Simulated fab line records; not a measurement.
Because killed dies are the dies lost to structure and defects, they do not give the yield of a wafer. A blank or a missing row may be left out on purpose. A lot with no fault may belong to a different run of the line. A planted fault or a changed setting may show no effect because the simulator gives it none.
What tool caused it? + flow n5-finfet + 34 wafers from 12 lots sampled at 5 of the route's 1938 steps

== WHAT THE GAUGES SHOWED, per wafer ==
The record holds no reading of a measuring or inspecting step that can be judged against a usual standard deviation.

== TOOL THAT RAN EACH LOT (tool first, then ch and the chambers of the sampled wafers, then the start) ==
| lot  | N5_PMOS_HMC_CHANNEL_EPI_STRIP_17   | N5_PASSIVATION_DEGAS_18      | N5_PASSIVATION_SPUTTER_20    | N5_PASSIVATION_DESCUM_46           | N5_PASSIVATION_PROBE_49 |
|------|------------------------------------|------------------------------|------------------------------|------------------------------------|-------------------------|
| L205 | wet-bench-01 ch 1,2,5, day 1 18:01 | pvd-sputter-01, day 13 10:16 | pvd-sputter-01, day 13 10:20 | rie-diel-03 ch 0,2,3, day 13 13:39 | -                       |
| L206 | wet-bench-04 ch 5,6,7, day 2 01:29 | pvd-sputter-01, day 12 21:34 | pvd-sputter-01, day 12 21:39 | rie-diel-04 ch 0,2,3, day 13 00:12 | -                       |
| L207 | wet-bench-04 ch 2,4, day 2 05:10   | pvd-sputter-01, day 13 13:54 | pvd-sputter-01, day 13 13:59 | rie-diel-04 ch 2, day 13 16:45     | -                       |
| L209 | wet-bench-04 ch 4,6, day 2 17:46   | pvd-sputter-01, day 14 02:10 | pvd-sputter-01, day 14 02:14 | rie-diel-04 ch 0,1, day 14 05:18   | -                       |
| L210 | wet-bench-01 ch 2,5,6, day 2 23:53 | pvd-sputter-01, day 14 21:19 | pvd-sputter-01, day 14 21:24 | rie-diel-01 ch 0,1,3, day 15 00:25 | -                       |
| L211 | wet-bench-05 ch 2,6,7, day 3 06:08 | pvd-sputter-03, day 14 02:05 | pvd-sputter-03, day 14 02:10 | rie-diel-03 ch 0,1,3, day 14 04:58 | -                       |
| L212 | wet-bench-01 ch 1,4,6, day 3 12:08 | pvd-sputter-02, day 15 02:53 | pvd-sputter-02, day 15 02:58 | rie-diel-03 ch 1,2,3, day 15 05:52 | -                       |
| L214 | wet-bench-01 ch 1,4,7, day 4 00:25 | pvd-sputter-01, day 15 21:19 | pvd-sputter-01, day 15 21:24 | rie-diel-03 ch 0,2, day 15 23:49   | -                       |
| L217 | wet-bench-01 ch 5,6,7, day 4 17:48 | pvd-sputter-03, day 16 10:52 | pvd-sputter-03, day 16 10:57 | rie-diel-01 ch 0,2,3, day 16 13:30 | prober-02, day 16 17:07 |
| L220 | wet-bench-01 ch 5,6,7, day 5 11:55 | pvd-sputter-02, day 17 12:34 | pvd-sputter-02, day 17 12:39 | rie-diel-01 ch 0,1, day 17 15:18   | prober-02, day 17 18:20 |
| L221 | wet-bench-05 ch 1,4,5, day 5 17:49 | pvd-sputter-03, day 18 06:47 | pvd-sputter-03, day 18 06:52 | rie-diel-04 ch 1,2, day 18 09:23   | -                       |
| L227 | wet-bench-05 ch 2,5,7, day 7 05:28 | pvd-sputter-03, day 19 06:59 | pvd-sputter-03, day 19 07:04 | rie-diel-01 ch 0,3, day 19 09:52   | -                       |
- N5_PMOS_HMC_CHANNEL_EPI_STRIP_17: strips in SPM, time 750 s.
- N5_PASSIVATION_DEGAS_18: time 60 s.
- N5_PASSIVATION_SPUTTER_20: material TaN, target thk 50 nm.
- N5_PASSIVATION_DESCUM_46: chemistry O2, time 7.9 s.
- N5_PASSIVATION_PROBE_49

== AS READ BY THE TOOLS THEMSELVES (means over the sampled wafers that have a number; for cases with no such wafer, the mark the record gives instead) ==
N5_PMOS_HMC_CHANNEL_EPI_STRIP_17. Usual: 130.00 C for temp-c, sd 0.14.
| lot  | tool         | temp-c (C) | flag |
|------|--------------|------------|------|
| L205 | wet-bench-01 | 129.91     |      |
| L206 | wet-bench-04 | 129.97     |      |
| L207 | wet-bench-04 | 130.09     |      |
| L209 | wet-bench-04 | 130.06     |      |
| L210 | wet-bench-01 | 130.06     |      |
| L211 | wet-bench-05 | 129.82     |      |
| L212 | wet-bench-01 | 130.16     |      |
| L214 | wet-bench-01 | 129.91     |      |
| L217 | wet-bench-01 | 130.03     |      |
| L220 | wet-bench-01 | 130.14     |      |
| L221 | wet-bench-05 | 129.95     |      |
| L227 | wet-bench-05 | 129.89     |      |

N5_PASSIVATION_DEGAS_18. Usual: 453 W for heater-power-w, sd 42.
| lot  | tool           | heater-power-w (W) | flag |
|------|----------------|--------------------|------|
| L205 | pvd-sputter-01 | 468                |      |
| L206 | pvd-sputter-01 | 402                |      |
| L207 | pvd-sputter-01 | 421                |      |
| L209 | pvd-sputter-01 | 408                |      |
| L210 | pvd-sputter-01 | 445                |      |
| L211 | pvd-sputter-03 | 422                |      |
| L212 | pvd-sputter-02 | 469                |      |
| L214 | pvd-sputter-01 | 481                |      |
| L217 | pvd-sputter-03 | 461                |      |
| L220 | pvd-sputter-02 | 465                |      |
| L221 | pvd-sputter-03 | 443                |      |
| L227 | pvd-sputter-03 | 415                |      |

N5_PASSIVATION_SPUTTER_20. Usual: substrate-temp-c 24.99 C, standard deviation 0.097; throttle-valve-pct 30.4 %, standard deviation 1.4.
| lot  | tool           | substrate-temp-c (C) | throttle-valve-pct (%) | flag |
|------|----------------|----------------------|------------------------|------|
| L205 | pvd-sputter-01 | 24.97                | 30.2                   |      |
| L206 | pvd-sputter-01 | 25.05                | 30.8                   |      |
| L207 | pvd-sputter-01 | 24.92                | 29.8                   |      |
| L209 | pvd-sputter-01 | 24.95                | 30.6                   |      |
| L210 | pvd-sputter-01 | 25.05                | 32.5                   |      |
| L211 | pvd-sputter-03 | 24.98                | 29.1                   |      |
| L212 | pvd-sputter-02 | 25.01                | 29.4                   |      |
| L214 | pvd-sputter-01 | 24.95                | 31.4                   |      |
| L217 | pvd-sputter-03 | 25.02                | 29.4                   |      |
| L220 | pvd-sputter-02 | 25.04                | 29.1                   |      |
| L221 | pvd-sputter-03 | 24.99                | 30.1                   |      |
| L227 | pvd-sputter-03 | 24.99                | 29.8                   |      |

N5_PASSIVATION_DESCUM_46. Usual: drypump-motor-current-A 5.5 A, standard deviation 0.39; oes-product-au 0.79 a.u., standard deviation 0.049; rf-vpp-V 243.2 V, standard deviation 1.5; showerhead-plenum-p-Torr 2.10 Torr, standard deviation 0.08; temp-c 40.00 C, standard deviation 0.11; throttle-valve-pct 20.43 %, standard deviation 0.16.
| lot  | tool        | drypump-motor-current-A (A) | oes-product-au (a.u.) | rf-vpp-V (V) | showerhead-plenum-p-Torr (Torr) | temp-c (C) | throttle-valve-pct (%) | flag |
|------|-------------|-----------------------------|-----------------------|--------------|---------------------------------|------------|------------------------|------|
| L205 | rie-diel-03 | 5.5                         | 0.73                  | 241.9        | 2.07                            | 39.98      | 20.49                  |      |
| L206 | rie-diel-04 | 5.5                         | 0.85                  | 243.4        | 2.12                            | 40.08      | 20.39                  |      |
| L207 | rie-diel-04 | 5.4                         | 0.78                  | 242.8        | 2.09                            | 39.94      | 20.16                  |      |
| L209 | rie-diel-04 | 5.8                         | 0.84                  | 241.8        | 2.04                            | 40.07      | 20.63                  |      |
| L210 | rie-diel-01 | 5.2                         | 0.83                  | 243.1        | 2.09                            | 39.96      | 20.32                  |      |
| L211 | rie-diel-03 | 5.4                         | 0.78                  | 244.0        | 2.14                            | 39.99      | 20.40                  |      |
| L212 | rie-diel-03 | 5.4                         | 0.76                  | 243.5        | 2.13                            | 39.92      | 20.39                  |      |
| L214 | rie-diel-03 | 5.4                         | 0.71                  | 242.2        | 2.00                            | 39.97      | 20.61                  |      |
| L217 | rie-diel-01 | 5.4                         | 0.83                  | 243.5        | 2.12                            | 39.99      | 20.36                  |      |
| L220 | rie-diel-01 | 5.3                         | 0.80                  | 243.3        | 2.09                            | 40.02      | 20.37                  |      |
| L221 | rie-diel-04 | 5.8                         | 0.76                  | 242.2        | 2.06                            | 40.00      | 20.39                  |      |
| L227 | rie-diel-01 | 5.2                         | 0.78                  | 242.4        | 2.08                            | 40.00      | 20.38                  |      |

N5_PASSIVATION_PROBE_49. Usual: defect-limited-yield 91.0 %, standard deviation 1.5; killed_at_M0_to_M3 35, standard deviation 11; killed_at_M4_up 13, standard deviation 5; killed-at-contacts 12, standard deviation 5.9; killed-at-front-end 42, standard deviation 13; killed-at-other 3, standard deviation 3.2; killed-dies 106, standard deviation 18; killed-on-rim 14, standard deviation 4.2; killed-open 69, standard deviation 13; killed-short 35, standard deviation 8.9; sort_bin_5_function 5.2 %, standard deviation 0.95; sort_bin_6_memory 3.3 %, standard deviation 0.71; sort-n-pass 1074, standard deviation 18; sort-yield-pct 91.0 %, standard deviation 1.5.
| lot  | tool      | defect-limited-yield (%) | killed_at_M0_to_M3 | killed_at_M4_up | killed-at-contacts | killed-at-front-end | killed-at-other | killed-dies | killed-on-rim | killed-open | killed-short | sort_bin_5_function (%) | sort_bin_6_memory (%) | sort-n-pass | sort-yield-pct (%) | flag |
|------|-----------|--------------------------|--------------------|-----------------|--------------------|---------------------|-----------------|-------------|---------------|-------------|--------------|-------------------------|-----------------------|-------------|--------------------|------|
| L217 | prober-02 | 84.9                     | 29                 | 18              | 15                 | 110                 | 7               | 179         | 30            | 70          | 36           | 9.5                     | 4.4                   | 1001        | 84.9               | OFF  |
| L220 | prober-02 | 85.7                     | 28                 | 7               | 15                 | 114                 | 5               | 169         | 30            | 64          | 28           | 8.8                     | 3.8                   | 1011        | 85.7               | OFF  |

== THE ANSWER, worked out from the rows above alone ==
Rule: take the mean of a lot's wafers that have a number; if it is more than 3 standard deviations from the usual mean, the lot is off. Also off: a lot with no number at a reading for which 4 or more lots have one. The other lots that the step has rows for count as sound. Order of review: gauges by route order, followed by the tools' own readings, for which a lot's mean as printed above is used. At the first step where some lot is off, the reading lying furthest off is the one used; lots without a number count as furthest.
Off: L217, L220, at N5_PASSIVATION_PROBE_49 (killed-at-front-end). Neither off nor sound, because the step has no rows for them: L205, L206, L207, L209, L210, L211, L212, L214, L221, L227.
A tool fits if, at that step or a process step before it, it ran every lot that is off, and no sound lot after the first of them. Can't be told from this: 3 tools fit, wet-bench-01 at N5_PMOS_HMC_CHANNEL_EPI_STRIP_17, rie-diel-01 at N5_PASSIVATION_DESCUM_46, prober-02 at N5_PASSIVATION_PROBE_49.

== WHAT THE SIMULATOR PUT IN ==
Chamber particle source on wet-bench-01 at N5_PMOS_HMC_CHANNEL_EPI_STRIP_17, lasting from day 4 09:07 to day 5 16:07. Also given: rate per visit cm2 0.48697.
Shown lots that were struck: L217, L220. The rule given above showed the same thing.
